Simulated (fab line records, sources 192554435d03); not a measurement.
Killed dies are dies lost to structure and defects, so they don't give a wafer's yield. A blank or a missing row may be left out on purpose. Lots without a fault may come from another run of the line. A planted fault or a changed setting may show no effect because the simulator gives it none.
A struck lot beside a sound one | flow n5_finfet | 35 steps out of a route of 1938
Sound: wafers L485.2, L485.4, L485.5. Struck: wafers L483.2, L483.5, L483.6. The cause comes at the end.
At each step with rows: each side's tool, then ch and its chambers, then its first start. Under that, the readings that differ: sound wafers | struck wafers | difference of the means | sigmas: that difference in standard deviations of wafers without a fault.
alike: readings whose means differ by less than 2 such deviations, and words and numbers that are the same on both sides. not compared: withheld readings, readings that some wafer has no value for, bounds like >300 that may hide the same value, and numbers for which the record gives no deviation and whose values overlap.
The two part at a step that has a row with sigmas, a row that says differs or no value, or rows on one side only. Numbers that don't overlap but have no deviation are shown without sigmas and don't part them. A reading that every wafer of one side lacks parts them only if that side has two wafers or more.

first, 11 steps without rows for these wafers: N5_MOL_CONTACT_COAG_WET_ETCH_116 (etches the open film in SC1-inhibited, target depth 4.6 nm, rinse time 30 s); N5_MOL_CONTACT_COAG_ALD_27 (deposits SiOC, target thk 17 nm, pulse time 1.5 s, time 2720 s); N5_MOL_CONTACT_COAG_CMP_28 (polishes, stops on SiNx, t overpolish 0.85 s, target thk 14.522 nm); N5_MOL_CONTACT_COAG_ALD_123 (deposits SiNx, target thk 5 nm, pulse time 1 s, purge time 2 s); N5_MOL_CONTACT_COAG_PECVD_31 (deposits SiO2 from TEOS/O2, target thk 46 nm, time 8.9 s); N5_MOL_CONTACT_COAG_COAT_75 (time 60 s, resist thk 60 nm); N5_MOL_CONTACT_COAG_COAT_76 (time 60 s, resist thk 10 nm); N5_MOL_CONTACT_COAG_COAT_77 (time 60 s, resist thk 10 nm); N5_MOL_CONTACT_COAG_COAT_78 (resist thk 40 nm); N5_MOL_CONTACT_COAG_EBR_80; N5_MOL_CONTACT_COAG_SOFTBAKE_79 (time 60 s).
N5_MOL_CONTACT_COAG_EXPOSE_81: exposes mask VG, defocus 0 nm.
  sound on euv_scanner-02 ch 0, day 10 23:32; struck on euv_scanner-01 ch 0, day 10 07:41
  reading              | sound             | struck            | difference | sigmas
  exposure_dose_mJ_cm2 | 59.44 59.43 59.45 | 52.19 52.26 52.23 | -7.21      | -99 or more
  alike: mask
then, 2 steps without rows for these wafers: N5_MOL_CONTACT_COAG_PEB_82 (peb time 60 s); N5_MOL_CONTACT_COAG_DEVELOP_83 (develop time 30 s).
N5_MOL_CONTACT_COAG_CD_MEAS_84: target cd 25.1 nm.
  sound on cd_sem-01 ch 0, day 10 23:40; struck on cd_sem-02 ch 0, day 10 07:49
  reading    | sound             | struck            | difference | sigmas
  cd_nm (nm) | 25.20 24.98 25.14 | 22.54 22.38 22.64 | -2.59      | -12
then, 16 steps without rows for these wafers: N5_MOL_CONTACT_COAG_DESCUM_88 (chemistry O2, time 7 s); N5_MOL_CONTACT_COAG_ETCH_89 (etches underlayer in N2/H2, target depth 13 nm, time 10.4 s); N5_MOL_CONTACT_COAG_ETCH_90 (etches SiARC in CF4, target depth 13 nm, time 21.7 s); N5_MOL_CONTACT_COAG_ALD_131 (deposits SiO2, target thk 5 nm, pulse time 1 s, co reactant pulse time 1 s); N5_MOL_CONTACT_COAG_ETCHBACK_132 (etches SiO2 in CHF3, target depth 10 nm, time 6.7 s); N5_MOL_CONTACT_COAG_ETCH_91 (etches SOC in N2/H2, target depth 60 nm, overetch 21 nm, time 101.2 s); N5_MOL_CONTACT_COAG_STRIP_92 (strips in N2/H2); N5_MOL_CONTACT_COAG_STRIP_93 (strips in N2/H2); N5_MOL_CONTACT_COAG_ETCHBACK_135 (etches SiO2 in CHF3, target depth 25 nm, time 16.7 s); N5_MOL_CONTACT_COAG_STRIP_118 (strips in CHF3); N5_MOL_CONTACT_COAG_VIA_ETCH_46 (etches SiO2 in C4F6/O2, target depth 46 nm, overetch 9.2 nm, time 40 s); N5_MOL_CONTACT_COAG_STRIP_96 (strips in N2/H2); N5_MOL_CONTACT_COAG_ETCH_47 (etches SiNx in CH3F/O2, stops on W, target depth 27 nm); N5_MOL_CONTACT_COAG_STRIP_119 (strips in N2/H2, time 30 s); N5_MOL_CONTACT_COAG_PRECLEAN_144 (cleans in alkaline clean, time 60 s); N5_MOL_CONTACT_COAG_SRD_145 (time 30 s).
N5_MOL_CONTACT_COAG_CD_MEAS_137: target cd 16 nm.
  sound on cd_sem-01, day 11 00:40; struck on cd_sem-02, day 10 08:50
  reading    | sound          | struck         | difference | sigmas
  cd_nm (nm) | 15.9 16.6 15.5 | 13.2 13.3 13.0 | -2.8       | -7
then, 1 step without rows for these wafers: N5_MOL_CONTACT_COAG_COAT_62 (time 60 s, resist thk 60 nm).
N5_BEOL_M4_RC_MEAS_101:
  the record has rows for the sound wafers here (prober-02 ch 0, day 15 07:02) and none for the struck ones
-- the record jumps here: 9 days lie between the struck wafers' starts before and after (it left off in module BEOL_M4 and takes up again in module PASSIVATION, whose first step shown is number 1936 of the route) --
N5_PASSIVATION_PROBE_49:
  the record has rows for the struck wafers here (prober-02, day 18 22:20) and none for the sound ones

WHERE THEY PART
First at N5_MOL_CONTACT_COAG_EXPOSE_81; last, within this record, at N5_PASSIVATION_PROBE_49.

WHY: what the simulator had put in
Process parameter drift: euv_scanner-01, from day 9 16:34 on, at N5_MOL_CONTACT_COAG_EXPOSE_81. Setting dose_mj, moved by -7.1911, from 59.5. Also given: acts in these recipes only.
